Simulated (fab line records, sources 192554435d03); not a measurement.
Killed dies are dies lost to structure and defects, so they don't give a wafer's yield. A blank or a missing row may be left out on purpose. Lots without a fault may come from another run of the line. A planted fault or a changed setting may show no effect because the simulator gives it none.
Tool commonality check | flow n5_finfet | 8 lots, 24 wafers sampled

WHY IT WAS OPENED
At N5_BEOL_M9_OCD_MEAS_38 the reading trench_depth_nm is flagged on 2 of 8 lots. Wafers without a fault read 151.6 nm, standard deviation 2.7.
Rule: a lot is flagged when every wafer of it that has a number lies more than 4 standard deviations from that mean, or none has a number. The other lots count as sound.

lot  | measured     | on     | trench_depth_nm (nm), wafer by wafer | flag
L748 | day 10 03:08 | ocd-01 | 0 0 0.0                              | FLAGGED
L749 | day 10 05:58 | ocd-01 | 0.1 0 0                              | FLAGGED
L752 | day 11 05:01 | ocd-02 | 150.4 150.2 151.0                    |
L759 | day 12 22:14 | ocd-01 | 156.1 154.7 149.3                    |
L760 | day 13 08:39 | ocd-01 | 151.1 152.9 150.5                    |
L766 | day 14 09:07 | ocd-01 | 155.2 150.7 149.0                    |
L768 | day 14 22:55 | ocd-02 | 155.6 151.2 150.0                    |
L769 | day 15 19:22 | ocd-02 | 153.7 156.0 152.9                    |
The numbers of the flagged lots are 0.0 nm on average: -151.6 nm against the usual, or -56 standard deviations.

WHICH TOOL RAN EACH LOT
The record holds 4 process steps before the reading, out of a route of 1938 steps. In each cell: the tool, then ch and the chambers that the sampled wafers went through, then the start.
lot  | flag    | N5_BEOL_M9_DESCUM_33               | N5_BEOL_M9_ETCH_65                 | N5_BEOL_M9_VIA_ETCH_34             | N5_BEOL_M9_TRENCH_ETCH_37
L748 | FLAGGED | rie_diel-06 ch 0,1, day 10 02:40   | rie_diel-06 ch 0,1, day 10 02:43   | rie_diel-06 ch 0,1, day 10 02:51   | rie_diel-06 ch 0,1, day 10 02:57
L749 | FLAGGED | rie_diel-06 ch 0,2, day 10 05:30   | rie_diel-06 ch 0,2, day 10 05:33   | rie_diel-06 ch 0,2, day 10 05:41   | rie_diel-06 ch 0,2, day 10 05:47
L752 |         | rie_diel-02 ch 0,2, day 11 04:34   | rie_diel-02 ch 0,2, day 11 04:37   | rie_diel-02 ch 0,2, day 11 04:44   | rie_diel-02 ch 0,2, day 11 04:51
L759 |         | rie_diel-03 ch 0,1,3, day 12 21:47 | rie_diel-03 ch 0,1,3, day 12 21:50 | rie_diel-03 ch 0,1,3, day 12 21:58 | rie_diel-03 ch 0,1,3, day 12 22:04
L760 |         | rie_diel-06 ch 0,2,3, day 13 08:11 | rie_diel-06 ch 0,2,3, day 13 08:14 | rie_diel-06 ch 0,2,3, day 13 08:22 | rie_diel-06 ch 0,2,3, day 13 08:28
L766 |         | rie_diel-02 ch 0,1,3, day 14 08:40 | rie_diel-02 ch 0,1,3, day 14 08:43 | rie_diel-02 ch 0,1,3, day 14 08:51 | rie_diel-02 ch 0,1,3, day 14 08:57
L768 |         | rie_diel-02 ch 1,2,3, day 14 22:28 | rie_diel-02 ch 1,2,3, day 14 22:31 | rie_diel-02 ch 1,2,3, day 14 22:39 | rie_diel-02 ch 1,2,3, day 14 22:45
L769 |         | rie_diel-03 ch 0,3, day 15 18:55   | rie_diel-03 ch 0,3, day 15 18:58   | rie_diel-03 ch 0,3, day 15 19:05   | rie_diel-03 ch 0,3, day 15 19:11
What these steps do:
- N5_BEOL_M9_DESCUM_33: chemistry O2, time 7 s.
- N5_BEOL_M9_ETCH_65: etches SiARC in CF4, target depth 15.6 nm, time 26 s.
- N5_BEOL_M9_VIA_ETCH_34: etches SiCOH lowk in C4F6/O2, target depth 182.4 nm, time 68.4 s.
- N5_BEOL_M9_TRENCH_ETCH_37: etches SiCOH lowk in C4F6/O2, target depth 151.43 nm, time 49 s.
- N5_BEOL_M9_OCD_MEAS_38

FLAGGED OVER TOTAL, TOOL BY TOOL (the gauges that took the reading come last)
step                      | tool        | lots run | flagged | share of the flagged lots | sound lots run after its first flagged lot
N5_BEOL_M9_DESCUM_33      | rie_diel-02 | 3        | 0       | none                      | -
N5_BEOL_M9_DESCUM_33      | rie_diel-03 | 2        | 0       | none                      | -
N5_BEOL_M9_DESCUM_33      | rie_diel-06 | 3        | 2       | all                       | 1 (L760)
N5_BEOL_M9_ETCH_65        | rie_diel-02 | 3        | 0       | none                      | -
N5_BEOL_M9_ETCH_65        | rie_diel-03 | 2        | 0       | none                      | -
N5_BEOL_M9_ETCH_65        | rie_diel-06 | 3        | 2       | all                       | 1 (L760)
N5_BEOL_M9_VIA_ETCH_34    | rie_diel-02 | 3        | 0       | none                      | -
N5_BEOL_M9_VIA_ETCH_34    | rie_diel-03 | 2        | 0       | none                      | -
N5_BEOL_M9_VIA_ETCH_34    | rie_diel-06 | 3        | 2       | all                       | 1 (L760)
N5_BEOL_M9_TRENCH_ETCH_37 | rie_diel-02 | 3        | 0       | none                      | -
N5_BEOL_M9_TRENCH_ETCH_37 | rie_diel-03 | 2        | 0       | none                      | -
N5_BEOL_M9_TRENCH_ETCH_37 | rie_diel-06 | 3        | 2       | all                       | 1 (L760)
N5_BEOL_M9_OCD_MEAS_38    | ocd-01      | 5        | 2       | all                       | 3 (L759,L760,L766)
N5_BEOL_M9_OCD_MEAS_38    | ocd-02      | 3        | 0       | none                      | -

WHAT THE TABLE ALLOWS
5 rows of the table ran every flagged lot: rie_diel-06 at N5_BEOL_M9_DESCUM_33, rie_diel-06 at N5_BEOL_M9_ETCH_65, rie_diel-06 at N5_BEOL_M9_VIA_ETCH_34, rie_diel-06 at N5_BEOL_M9_TRENCH_ETCH_37, ocd-01 at N5_BEOL_M9_OCD_MEAS_38.
- rie_diel-06 at N5_BEOL_M9_DESCUM_33: 2 of its 3 lots flagged. Sound lots ran on it after the first flagged one (L760), which a lasting fault on the whole tool wouldn't allow.
- rie_diel-06 at N5_BEOL_M9_ETCH_65: 2 of its 3 lots flagged. Sound lots ran on it after the first flagged one (L760), which a lasting fault on the whole tool wouldn't allow.
- rie_diel-06 at N5_BEOL_M9_VIA_ETCH_34: 2 of its 3 lots flagged. Sound lots ran on it after the first flagged one (L760), which a lasting fault on the whole tool wouldn't allow.
- rie_diel-06 at N5_BEOL_M9_TRENCH_ETCH_37: 2 of its 3 lots flagged. Sound lots ran on it after the first flagged one (L760), which a lasting fault on the whole tool wouldn't allow. On the flagged lots its readings are blank where sound lots have values: C4F6_flow_sccm, O2_flow_sccm, drypump_motor_current_A, oes_product_au and 4 more.
- ocd-01 at N5_BEOL_M9_OCD_MEAS_38: 2 of its 5 lots flagged. Sound lots ran on it after the first flagged one (L759, L760, L766), which a lasting fault on the whole tool wouldn't allow.
No row of the table ran every flagged lot and no sound lot after the first.

WHAT THE SIMULATOR HAD PUT IN
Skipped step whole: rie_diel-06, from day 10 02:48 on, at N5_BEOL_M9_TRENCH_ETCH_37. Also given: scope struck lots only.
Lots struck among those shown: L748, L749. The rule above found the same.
